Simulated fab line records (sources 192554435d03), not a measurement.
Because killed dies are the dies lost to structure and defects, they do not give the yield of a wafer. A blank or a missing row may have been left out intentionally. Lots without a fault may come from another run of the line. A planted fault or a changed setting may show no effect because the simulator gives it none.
Matching of chambers | flow n5Finfet | rieDiel-02 running N5_WELL_APT_DESCUM_30: 4 sister chambers
The step chemistry O2, time 7.9 s. 4 wafers are shown with their chamber, then 11 later ones without.

WAFERS PAIRED WITH THEIR CHAMBERS
wafer  | chamber | showerheadPlenumPTorr (Torr)
L086.4 | 0       | 1.98
L089.2 | 2       | 2.21
L089.4 | 1       | 2.16
L090.1 | 3       | 2.02

WAFERS WITH NO CHAMBER GIVEN
wafer  | showerheadPlenumPTorr (Torr)
L090.2 | 2.21
L090.3 | 1.97
L092.4 | 2.21
L092.5 | 2.16
L092.6 | 1.97
L094.1 | 2.21
L094.2 | 1.97
L094.3 | 2.02
L095.1 | 2.21
L095.2 | 1.97
L095.3 | 2.16

THE CHAMBER EACH PASSED THROUGH
wafer  | from the rows above | in truth
L090.2 | 2                   | 2
L090.3 | 0                   | 0
L092.4 | 2                   | 2
L092.5 | 1                   | 1
L092.6 | 0                   | 0
L094.1 | 2                   | 2
L094.2 | 0                   | 0
L094.3 | 3                   | 3
L095.1 | 2                   | 2
L095.2 | 0                   | 0
L095.3 | 1                   | 1
11 of 11 placed correctly. Number that these rows cannot place: 0. 0 placed wrongly.
How it was worked out, from the rows above alone: a wafer's distance from a chamber is the root of the sum, over the readings, of the square of ((its reading less the chamber's mean) divided by the reading's scatter). The wafer belongs to the nearest chamber; if the next one is less than 2 further off, it can't be placed. The mean given for a chamber averages the wafers shown for that chamber. The scatter (one wafer shown for each chamber): square how far every hidden wafer sits from the nearest shown wafer, average those squares and take the square root.
